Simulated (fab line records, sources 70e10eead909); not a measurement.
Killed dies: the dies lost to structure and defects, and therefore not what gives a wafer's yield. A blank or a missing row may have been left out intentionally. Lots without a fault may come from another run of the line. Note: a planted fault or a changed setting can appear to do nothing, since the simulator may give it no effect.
Chamber matching / flow nand harc / NHARC_A_CHANNEL_HOLE_D2_ETCH_44 on rie diel-05: 4 sister chambers
The step etches the open film in CF4/O2, target depth 140 nm, overetch 14 nm, time 77 s. 8 wafers are shown with their chamber, then 9 later ones without.

## EACH WAFER AND ITS CHAMBER
wafer=L080.5; chamber=0; showerhead plenum p Torr (Torr)=1.41; drypump motor current A (A)=5.52
wafer=L080.6; chamber=1; showerhead plenum p Torr (Torr)=1.27; drypump motor current A (A)=5.71
wafer=L087.1; chamber=1; showerhead plenum p Torr (Torr)=1.26; drypump motor current A (A)=5.75
wafer=L087.2; chamber=0; showerhead plenum p Torr (Torr)=1.41; drypump motor current A (A)=5.56
wafer=L087.3; chamber=2; showerhead plenum p Torr (Torr)=1.38; drypump motor current A (A)=6.11
wafer=L089.3; chamber=3; showerhead plenum p Torr (Torr)=1.28; drypump motor current A (A)=6.31
wafer=L089.5; chamber=3; showerhead plenum p Torr (Torr)=1.28; drypump motor current A (A)=6.29
wafer=L089.6; chamber=2; showerhead plenum p Torr (Torr)=1.38; drypump motor current A (A)=6.14

## WAFERS MISSING THEIR CHAMBER
wafer=L090.1; showerhead plenum p Torr (Torr)=1.28; drypump motor current A (A)=6.31
wafer=L090.2; showerhead plenum p Torr (Torr)=1.41; drypump motor current A (A)=5.51
wafer=L090.3; showerhead plenum p Torr (Torr)=1.26; drypump motor current A (A)=5.74
wafer=L094.1; showerhead plenum p Torr (Torr)=1.28; drypump motor current A (A)=6.31
wafer=L094.3; showerhead plenum p Torr (Torr)=1.38; drypump motor current A (A)=6.09
wafer=L094.4; showerhead plenum p Torr (Torr)=1.26; drypump motor current A (A)=5.74
wafer=L097.1; showerhead plenum p Torr (Torr)=1.26; drypump motor current A (A)=5.74
wafer=L097.2; showerhead plenum p Torr (Torr)=1.41; drypump motor current A (A)=5.54
wafer=L097.5; showerhead plenum p Torr (Torr)=1.28; drypump motor current A (A)=6.31

## CHAMBER TAKEN BY EACH
wafer=L090.1; from the rows above=3; in truth=3
wafer=L090.2; from the rows above=0; in truth=0
wafer=L090.3; from the rows above=1; in truth=1
wafer=L094.1; from the rows above=3; in truth=3
wafer=L094.3; from the rows above=2; in truth=2
wafer=L094.4; from the rows above=1; in truth=1
wafer=L097.1; from the rows above=1; in truth=1
wafer=L097.2; from the rows above=0; in truth=0
wafer=L097.5; from the rows above=3; in truth=3
Correctly placed: 9 of 9. Left unplaced by these rows: 0. Placed wrongly: 0.
How it was worked out, from the rows above alone: a wafer's distance from a chamber is the root of the sum, over the readings, of the square of ((its reading less the chamber's mean) divided by the reading's scatter). The wafer belongs to the nearest chamber; if the next one is less than 2 further off, it can't be placed. A chamber's mean is the mean of its shown wafers. The scatter: take each reading less its chamber's mean, square it, sum over the shown wafers, divide by the number of wafers less the number of chambers, and take the root.
